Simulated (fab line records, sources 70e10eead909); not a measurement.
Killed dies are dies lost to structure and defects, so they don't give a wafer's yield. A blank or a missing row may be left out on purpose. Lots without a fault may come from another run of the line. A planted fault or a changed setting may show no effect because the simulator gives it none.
Chamber matching | flow nand_harc | NHARC_A_STAIRCASE_DESCUM_312 on rie_diel-10: 4 sister chambers
The step chemistry O2, time 3 s. 4 wafers are shown with their chamber, then 7 later ones without.

WAFERS WITH THEIR CHAMBER
wafer  | chamber | drypump_motor_current_A (A)
L085.3 | 0       | 6.3
L085.5 | 1       | 6.1
L089.2 | 3       | 6.1
L089.3 | 2       | 5.5

WAFERS WITHOUT THEIR CHAMBER
wafer  | drypump_motor_current_A (A)
L089.4 | 6.2
L095.1 | 6.3
L095.4 | 5.5
L095.5 | 6.2
L096.2 | 6.2
L096.4 | 6.1
L096.5 | 6.1

WHICH CHAMBER EACH WENT THROUGH
wafer  | from the rows above          | in truth
L089.4 | can't be placed: 0 or 1 or 3 | 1
L095.1 | 0                            | 0
L095.4 | 2                            | 2
L095.5 | can't be placed: 0 or 1 or 3 | 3
L096.2 | can't be placed: 0 or 1 or 3 | 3
L096.4 | can't be placed: 1 or 3      | 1
L096.5 | can't be placed: 1 or 3      | 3
Placed correctly: 2 of 7. Can't be placed from these rows: 5 (the true chamber is among the candidates in 5). Placed wrongly: 0.
How it was worked out, from the rows above alone: a wafer's distance from a chamber is the root of the sum, over the readings, of the square of ((its reading less the chamber's mean) divided by the reading's scatter). The wafer belongs to the nearest chamber; if the next one is less than 2 further off, it can't be placed. A chamber's mean is the mean of its shown wafers. The scatter: with one shown wafer a chamber, the root of the mean of the squares of how far each hidden wafer lies from its nearest shown one.
